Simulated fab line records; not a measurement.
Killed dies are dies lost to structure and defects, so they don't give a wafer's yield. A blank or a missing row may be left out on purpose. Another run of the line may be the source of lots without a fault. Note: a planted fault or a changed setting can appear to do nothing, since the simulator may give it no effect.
Which tool is to blame? -- flow n5 finfet -- 10 lots with 30 wafers sampled at 5 steps, on a route of 1938 steps

WHAT THE GAUGES READ, wafer by wafer
N5_BEOL_M4_RS_MEAS_58: measurement is done with a four-point probe.
lot,measured,on,M4_RS (ohm/sq)
L310,day 8 22:41,film metro-02,0.668 0.642 0.629
L311,day 9 05:10,film metro-01,0.674 0.647 0.660
L313,day 9 13:22,film metro-01,0.719 0.677 0.647
L314,day 10 08:19,film metro-02,0.656 0.685 0.653
L315,day 10 08:31,film metro-02,0.719 0.622 0.663
L316,day 10 11:40,film metro-01,0.624 0.635 0.639
L320,day 11 01:29,film metro-02,0.671 0.616 0.661
L327,day 13 18:00,film metro-02,0.660 0.659 0.658
L329,day 13 23:10,film metro-02,0.602 0.661 0.652
L330,day 13 18:39,film metro-01,0.662 0.707 0.670

N5_BEOL_M4_RC_MEAS_101.
lot,measured,on,DIBL_N (mV/V),DIBL_P (mV/V),EOT_N,EOT_P,IGATE_N (nA/um),IGATE_P (nA/um),IOFF_N (nA/um),IOFF_P (nA/um),IOFF_P_85C (nA/um),IOFF_P_LIN (nA/um),IOFF_P_LONG (nA/um),ION_N (uA/um),ION_P (uA/um),SS_N (mV/dec),SS_P (mV/dec),VT_N (mV),VT_N_LVT (mV),VT_P (mV),VT_P_LONG (mV)
L310,day 8 22:53,prober-01,36.8 39.9 39.2,34.9 38.3 38.4,10.63 10.40 10.41,10.62 10.36 10.56,0.0111 0.0158 0.0141,0.0033 0.0048 0.0043,0.133 0.198 0.181,0.21 0.25 0.25,3.7 4.2 4.2,0.101 0.115 0.113,0.000106 0.000105 0.000103,655 687 683,459 467 464,71.6 72.0 71.8,73.7 73.9 73.7,252 247 248,103 97 98,-252 -249 -252,-273.3 -273.8 -273.7
L311,day 9 05:32,prober-01,37.2 35.7 34.9,37.4 35.0 35.2,10.54 10.63 10.71,10.47 10.45 10.55,0.0133 0.0112 0.0115,0.0040 0.0034 0.0035,0.177 0.148 0.142,0.22 0.19 0.18,3.8 3.3 3.3,0.099 0.089 0.088,9.5e-05 9.8e-05 0.000101,688 679 678,468 459 460,72.4 71.9 71.8,73.6 72.8 72.6,247 251 251,96 97 99,-248 -252 -250,-278.9 -274.0 -277.3
L313,day 9 13:25,prober-02,34.1 36.5 33.6,35.9 38.9 35.0,10.55 10.45 10.43,10.48 10.41 10.35,0.0103 0.0138 0.0147,0.0031 0.0040 0.0043,0.137 0.184 0.140,0.20 0.24 0.18,3.4 4.0 3.1,0.090 0.103 0.084,9.6e-05 9.5e-05 9.6e-05,666 681 674,462 467 457,71.4 71.9 71.2,72.8 73.5 72.2,252 246 249,98 95 99,-251 -252 -256,-277.0 -275.7 -280.0
L314,day 10 08:22,prober-01,34.1 38.1 35.6,33.3 39.7 35.3,10.64 10.48 10.65,10.61 10.50 10.57,0.0116 0.0156 0.0111,0.0035 0.0046 0.0034,0.108 0.193 0.132,0.13 0.22 0.16,2.5 3.7 2.9,0.070 0.098 0.080,9.5e-05 9e-05 9.6e-05,658 688 674,448 467 458,70.8 71.8 71.5,72.8 74.8 73.4,258 247 253,105 95 101,-261 -251 -253,-279.4 -279.7 -278.1
L315,day 10 08:34,prober-02,36.9 36.9 36.3,34.1 34.5 34.2,10.67 10.46 10.47,10.44 10.26 10.36,0.0118 0.0151 0.0148,0.0035 0.0046 0.0045,0.151 0.152 0.139,0.18 0.19 0.19,3.3 3.4 3.3,0.086 0.090 0.090,9.2e-05 9.6e-05 9.4e-05,681 680 669,453 468 464,72.2 71.7 71.5,73.2 73.0 73.0,251 251 251,101 100 102,-255 -255 -251,-278.3 -278.0 -276.5
L316,day 10 12:04,prober-01,36.8 37.7 33.6,38.0 40.0 34.8,10.22 10.41 10.18,10.17 10.21 10.11,0.0263 0.0178 0.0252,0.0080 0.0054 0.0077,0.161 0.183 0.110,1.67 2.02 1.35,21.2 24.8 17.6,0.773 0.879 0.672,0.000605 0.000623 0.00062,674 679 655,543 553 533,72.0 72.2 71.5,74.0 74.8 73.6,253 250 257,163 160 168,-196 -193 -198,-223.3 -220.9 -221.0
L320,day 11 01:50,prober-01,35.6 33.8 33.6,37.0 34.5 34.3,10.17 10.31 10.23,10.04 10.03 10.12,0.0263 0.0236 0.0235,0.0081 0.0071 0.0072,0.140 0.111 0.105,1.80 1.49 1.43,22.4 19.5 18.8,0.857 0.734 0.728,0.000699 0.000681 0.000706,673 650 659,548 535 543,72.9 71.7 71.6,75.0 73.7 74.2,255 257 260,166 169 172,-191 -196 -194,-215.6 -218.0 -218.6
L327,day 13 18:13,prober-02,35.5 33.3 32.5,34.6 32.0 31.6,10.50 10.53 10.51,10.48 10.53 10.63,0.0148 0.0116 0.0104,0.0044 0.0035 0.0032,0.143 0.106 0.095,0.17 0.14 0.14,3.1 2.7 2.6,0.086 0.075 0.074,0.0001 9.8e-05 0.000103,661 646 644,452 449 448,71.1 71.1 70.4,73.7 71.9 72.4,252 258 255,100 105 105,-251 -256 -253,-278.8 -276.8 -277.1
L329,day 13 23:13,prober-02,35.3 36.3 34.5,35.4 35.6 35.5,10.51 10.58 10.45,10.53 10.54 10.44,0.0125 0.0115 0.0146,0.0038 0.0034 0.0044,0.135 0.160 0.127,0.19 0.20 0.20,3.4 3.5 3.6,0.095 0.095 0.099,9.7e-05 9.9e-05 0.0001,671 667 664,458 452 464,71.7 72.3 71.1,73.6 73.2 73.2,255 253 254,102 101 103,-253 -252 -251,-274.5 -277.8 -273.2
L330,day 13 18:51,prober-01,35.6 35.7 34.8,34.2 34.9 32.8,10.45 10.48 10.51,10.56 10.33 10.48,0.0127 0.0147 0.0127,0.0038 0.0043 0.0038,0.128 0.124 0.117,0.16 0.16 0.14,2.9 3.0 2.6,0.076 0.080 0.070,9.3e-05 9.3e-05 9e-05,659 668 654,445 458 447,71.3 71.0 71.2,73.0 73.4 72.5,255 254 256,102 103 104,-257 -258 -261,-278.6 -281.0 -282.0

WHICH TOOL RAN EACH LOT (tool, then ch and the chambers of the sampled wafers, then the start)
lot,N5_HKMG_FIN_RTA_80,N5_BEOL_M4_SPUTTER_90,N5_BEOL_M4_ANNEAL_51
L310,"rtp anneal-02 ch 0, day 4 22:37","pvd sputter-02, day 8 20:58","rtp anneal-02 ch 0, day 8 21:52"
L311,"rtp anneal-02 ch 0, day 5 00:52","pvd sputter-02, day 9 02:15","rtp anneal-01 ch 0, day 9 04:24"
L313,"rtp anneal-02 ch 0, day 5 19:42","pvd sputter-02, day 9 11:35","rtp anneal-02 ch 0, day 9 12:26"
L314,"rtp anneal-02 ch 0, day 6 00:24","pvd sputter-01, day 10 06:32","rtp anneal-02 ch 0, day 10 07:24"
L315,"rtp anneal-02 ch 0, day 6 07:20","pvd sputter-03, day 10 06:41","rtp anneal-02 ch 0, day 10 07:40"
L316,"rtp anneal-02 ch 0, day 6 11:47","pvd sputter-03, day 10 09:57","rtp anneal-02 ch 0, day 10 10:54"
L320,"rtp anneal-02 ch 0, day 7 07:56","pvd sputter-02, day 10 23:43","rtp anneal-01 ch 0, day 11 00:43"
L327,"rtp anneal-02 ch 0, day 9 08:34","pvd sputter-02, day 13 16:17","rtp anneal-01 ch 0, day 13 17:11"
L329,"rtp anneal-02 ch 0, day 9 13:34","pvd sputter-01, day 13 21:27","rtp anneal-01 ch 0, day 13 22:19"
L330,"rtp anneal-02 ch 0, day 9 20:08","pvd sputter-01, day 13 16:56","rtp anneal-01 ch 0, day 13 17:50"
- N5_HKMG_FIN_RTA_80: time 2 s.
- N5_BEOL_M4_SPUTTER_90: material Cu, target thk 4.5 nm, time 8.29 s.
- N5_BEOL_M4_ANNEAL_51: time 90 s.

WHAT THE TOOLS THEMSELVES READ (means of the sampled wafers that have a number; where no wafer has one, the mark that the record gives instead)
N5_BEOL_M4_SPUTTER_90.
lot,tool,chuck gas flow sccm (sccm),throttle valve pct (%)
L310,pvd sputter-02,1.32,30.4
L311,pvd sputter-02,1.28,29.6
L313,pvd sputter-02,1.24,30.6
L314,pvd sputter-01,1.28,29.7
L315,pvd sputter-03,1.29,29.3
L316,pvd sputter-03,1.26,30.6
L320,pvd sputter-02,1.24,30.7
L327,pvd sputter-02,1.24,30.6
L329,pvd sputter-01,1.26,29.8
L330,pvd sputter-01,1.29,29.8

N5_BEOL_M4_ANNEAL_51.
lot,tool,wafer_temp_C_max
L310,rtp anneal-02,225.45
L311,rtp anneal-01,225.74
L313,rtp anneal-02,225.51
L314,rtp anneal-02,225.61
L315,rtp anneal-02,225.68
L316,rtp anneal-02,225.52
L320,rtp anneal-01,225.91
L327,rtp anneal-01,225.85
L329,rtp anneal-01,225.91
L330,rtp anneal-01,225.56

THE ANSWER, worked out from the rows above alone
Rule: what is usual is taken from the lots themselves. Put in order of their means at a reading, lots are off if they are a third of the lots or fewer, leave a main group of 4 or more, and stand apart from it by a gap of 3 or more times the standard deviation of the main group's means; of several such gaps the widest counts. A main group whose means are all the same, to the digits that the tables above print for the reading, isn't used. A lot without any number at a reading at which 4 lots or more have one is off too. Where the step has rows for the other lots, those lots are counted as sound. First the gauges in route order, then the tools' own readings, where a lot's mean is used as printed above. At the first step where some lot is off, the reading lying furthest off is the one used; lots without a number count as furthest.
Off: L316, L320, seen at N5_BEOL_M4_RC_MEAS_101 (IOFF_P_LONG). Mean 0.000097 nA/um and standard deviation 3.9e-06 in the main group.
A tool fits if, at a process step before that reading, it ran every lot that is off, and no sound lot after the first of them. Gauges at N5_BEOL_M4_RC_MEAS_101: tried the same way as those tools. Not one of the candidates tried fits.

WHAT THE SIMULATOR HAD INSERTED
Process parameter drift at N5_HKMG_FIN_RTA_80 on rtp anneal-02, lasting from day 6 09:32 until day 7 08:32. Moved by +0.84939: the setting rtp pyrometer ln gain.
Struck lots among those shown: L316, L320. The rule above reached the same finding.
